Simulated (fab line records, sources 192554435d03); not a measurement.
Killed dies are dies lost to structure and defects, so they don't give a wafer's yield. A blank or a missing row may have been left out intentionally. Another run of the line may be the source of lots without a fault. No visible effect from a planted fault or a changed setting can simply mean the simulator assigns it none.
A struck lot beside a sound one :: flow n5_finfet :: 37 out of 1938 route steps
Sound: the wafers L752.2, L752.3, L752.5. Struck: wafers L746.2, L746.4 (left out: L746.1, a lot-mate that was not struck); the cause follows at the end.
For every step that has rows: the tool of each side, followed by ch and its chambers, followed by its first start. Under that, the readings that differ: sound wafers :: struck wafers :: difference of the means :: sigmas: that difference in standard deviations of wafers without a fault.
alike: words and numbers the same on both sides, and readings whose means are apart by under 2 such deviations; not compared: readings that were withheld, readings missing a value for some wafer, numbers with overlapping values and no deviation given by the record, and bounds like >300 which may hide the same value.
The two part at a step that has a row with sigmas, a row that says differs or no value, or rows on one side only. Numbers that don't overlap but have no deviation are shown without sigmas and don't part them. A reading missing from all wafers of one side parts the sides only when that side holds two or more wafers.

first, 9 steps without rows for these wafers: N5_BEOL_M4_ANNEAL_95 (time 240 s); N5_BEOL_M4_SPUTTER_96 (material Cu, target thk 4.5 nm, time 8.29 s); N5_BEOL_M4_ECD_50 (material Cu, target thk 300 nm); N5_BEOL_M4_ANNEAL_51 (time 90 s); N5_BEOL_M4_CMP_52 (polishes, stops on SiOC, t overpolish 6.8 s, target thk 40 nm); N5_BEOL_M4_PRE_CLEAN_60 (time 15 s); N5_BEOL_M4_CO_CAP_55 (material Co, precursor CCTBA/H2, target thk 2 nm, time 102.1 s); N5_BEOL_M4_PRE_CLEAN_56 (time 15 s); N5_BEOL_M4_DEP_57 (deposits SiCN from 3MS/NH3, target thk 8 nm, time 14 s).
N5_BEOL_M4_RC_MEAS_101:
  sound on prober-01 ch 0, day 13 07:58; struck on prober-01 ch 0, day 11 21:16
  alike: DIBL_N, DIBL_P, IOFF_N, IOFF_P, ION_N, ION_P, SS_N, SS_P, VT_N, VT_P
then, 24 steps without rows for these wafers: N5_BEOL_M5_ILD_DEP_00 (deposits SiCOH lowk from DEMS/porogen, target thk 140.64 nm, time 25.9 s); N5_BEOL_M5_CURE_79 (cures SiCOH lowk, time 240 s); N5_BEOL_M5_PECVD_70 (deposits SiO2 from TEOS/O2, target thk 16 nm, time 18 s); N5_BEOL_M5_HM_DEP_02 (deposits TiN, target thk 20 nm); N5_BEOL_M5_COAT_59 (time 60 s, resist thk 60 nm); N5_BEOL_M5_COAT_60 (time 60 s, resist thk 12 nm); N5_BEOL_M5_COAT_71 (time 60 s, resist thk 5 nm); N5_BEOL_M5_COAT_05 (resist thk 30 nm); N5_BEOL_M5_EBR_07; N5_BEOL_M5_SOFTBAKE_06 (time 60 s); N5_BEOL_M5_EXPOSE_08 (exposes mask M5, target cd 28 nm); N5_BEOL_M5_PEB_09 (peb time 60 s); N5_BEOL_M5_DEVELOP_10 (develop time 30 s); N5_BEOL_M5_DESCUM_16 (chemistry O2, time 7 s); N5_BEOL_M5_ETCH_72 (etches underlayer in N2/H2, target depth 6.5 nm, time 5.2 s); N5_BEOL_M5_ETCH_61 (etches SiARC in CF4, target depth 15.6 nm, time 26 s); N5_BEOL_M5_ETCH_62 (etches SOC in N2/H2, target depth 75 nm, overetch 15 nm, time 112.5 s); N5_BEOL_M5_STRIP_63 (strips in N2/H2); N5_BEOL_M5_STRIP_73 (strips in N2/H2); N5_BEOL_M5_STRIP_64 (strips in CF4); N5_BEOL_M5_HM_OPEN_17 (chemistry Cl2/BCl3, target TiN, target depth 20 nm, overetch 6 nm); N5_BEOL_M5_STRIP_19 (strips in O2); N5_BEOL_M5_COAT_65 (time 60 s, resist thk 60 nm); N5_BEOL_M5_COAT_66 (time 60 s, resist thk 12 nm).
-- record jumps: 2 days separate the struck wafers' starts on either side; left off in module BEOL_M5, taken up again in module BEOL_M10, whose first shown step is the route's number 1470 --
N5_BEOL_M10_ILD_DEP_00: deposits SiCOH lowk from DEMS/porogen, target thk 308.51 nm, time 58 s.
  sound on pecvd-04 ch 0,1, day 15 00:39; struck on pecvd-01 ch 0, day 14 00:02
  alike: heater_power_w, showerhead_plenum_p_Torr, throttle_valve_pct
N5_BEOL_M10_THK_MEAS_01:
  sound on film_metro-01 at day 15 01:14; struck on film_metro-01 at day 14 00:41
reading: M10_ILD_THK (nm)
sound: 272 267 275
struck: 201 204
difference: -69
sigmas: -18
-- record jumps: 3 days separate the struck wafers' starts on either side; left off in module BEOL_M10, taken up again in module PASSIVATION, whose first shown step is the route's number 1936 --
N5_PASSIVATION_PROBE_49:
  sound on prober-01 at day 17 05:58; struck on prober-02 at day 16 14:25
reading: defect_limited_yield (%)
sound: 93.1
struck: 50.7 52.5
difference: -41.5
sigmas: -35

reading: killed_at_M4_up
sound: 12
struck: 497 491
difference: +482
sigmas: +93

reading: killed_at_contacts
sound: 7
struck: 16 24
difference: +13
sigmas: +2

reading: killed_dies
sound: 81
struck: 582 561
difference: +490
sigmas: +33

reading: killed_on_rim
sound: 15
struck: 152 152
difference: +137
sigmas: +38

reading: sort_n_pass
sound: 1099
struck: 598 619
difference: -490
sigmas: -33

reading: sort_yield_pct (%)
sound: 93.1
struck: 50.7 52.5
difference: -41.5
sigmas: -35
  alike: killed_at_M0_to_M3, killed_at_front_end, killed_at_other, killed_open, killed_short, sort_bin_5_function, sort_bin_6_memory, sort_bin_8_speed

WHERE THEY PART
First at N5_BEOL_M10_THK_MEAS_01; last, within this record, at N5_PASSIVATION_PROBE_49.

WHY: the cause the simulator had injected
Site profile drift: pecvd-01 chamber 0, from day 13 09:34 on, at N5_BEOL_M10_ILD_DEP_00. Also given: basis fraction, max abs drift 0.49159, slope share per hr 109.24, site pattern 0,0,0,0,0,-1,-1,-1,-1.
